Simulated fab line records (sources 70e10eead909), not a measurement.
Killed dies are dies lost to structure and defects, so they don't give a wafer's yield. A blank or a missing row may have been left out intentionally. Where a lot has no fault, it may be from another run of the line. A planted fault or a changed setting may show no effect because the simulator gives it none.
What tool caused it? + flow nand-harc + 6 lots, 18 wafers sampled, at 5 steps of a route of 1159

== WHAT THE GAUGES READ, wafer by wafer ==
NHARC_END_SORT_01.
lot + measured + on + killed-at-array

== TOOL THAT RAN EACH LOT (tool first, then ch and the chambers of the sampled wafers, then the start) ==
| lot  | NHARC_A_CONTACT_ETCH_110           | NHARC_THIN_TSV_DEP_43         | NHARC_THIN_TSV_DEP_47           | NHARC_THIN_TSV_STRIP_56              |
|------|------------------------------------|-------------------------------|---------------------------------|--------------------------------------|
| L539 | rie-diel-09 ch 0,1,2, day 17 02:13 | pecvd-02 ch 0,2, day 19 07:17 | pecvd-03 ch 1,2, day 19 10:07   | plasma-asher-02 ch 0,1, day 19 14:52 |
| L540 | rie-diel-09 ch 1,2,3, day 18 16:46 | pecvd-03 ch 0,2, day 20 04:11 | pecvd-03 ch 0,1,2, day 20 07:11 | plasma-asher-02 ch 0,1, day 20 13:20 |
| L544 | rie-diel-02 ch 1,2, day 19 01:02   | pecvd-02 ch 1,2, day 20 09:20 | pecvd-03 ch 0,1,2, day 20 12:26 | plasma-asher-02 ch 0,1, day 20 18:20 |
| L547 | rie-diel-02 ch 0,1,3, day 19 18:43 | pecvd-04 ch 0,2, day 21 14:37 | pecvd-03 ch 0,1,2, day 21 17:25 | plasma-asher-01 ch 1, day 21 22:11   |
| L550 | rie-diel-09 ch 0,1,2, day 21 03:07 | pecvd-03 ch 0,1, day 23 05:41 | pecvd-04 ch 0,2, day 23 08:24   | plasma-asher-01 ch 0,1, day 23 14:20 |
| L560 | rie-diel-03 ch 0,1,3, day 23 06:36 | pecvd-02 ch 0,1, day 24 12:44 | pecvd-02 ch 0,2, day 24 15:53   | plasma-asher-02 ch 0,1, day 24 20:45 |
- NHARC_A_CONTACT_ETCH_110: etches the open film in CF4/O2, target depth 50 nm, overetch 5 nm, time 27.5 s.
- NHARC_THIN_TSV_DEP_43: deposits SiO2, target thk 1328.5 nm.
- NHARC_THIN_TSV_DEP_47: deposits SiO2, target thk 200 nm.
- NHARC_THIN_TSV_STRIP_56: strips in O2.

== THE ANSWER, worked out from the rows above alone ==
Rule: usual is defined by the lots themselves. The widest of any qualifying gaps counts: lots, ordered by their means at a reading, are off when they make up no more than a third of the lots, leave a main group of 4 or more, and stand apart from it by 3 or more times the standard deviation of that group's means. A main group is skipped when, at the precision printed for the reading in the tables above, its means are all equal. A lot without any number at a reading at which 4 lots or more have one is off too. Any other lot the step has rows for is counted as sound.
Nothing can be told from this: no lot is off at any reading shown.

== WHAT THE SIMULATOR HAD INSERTED ==
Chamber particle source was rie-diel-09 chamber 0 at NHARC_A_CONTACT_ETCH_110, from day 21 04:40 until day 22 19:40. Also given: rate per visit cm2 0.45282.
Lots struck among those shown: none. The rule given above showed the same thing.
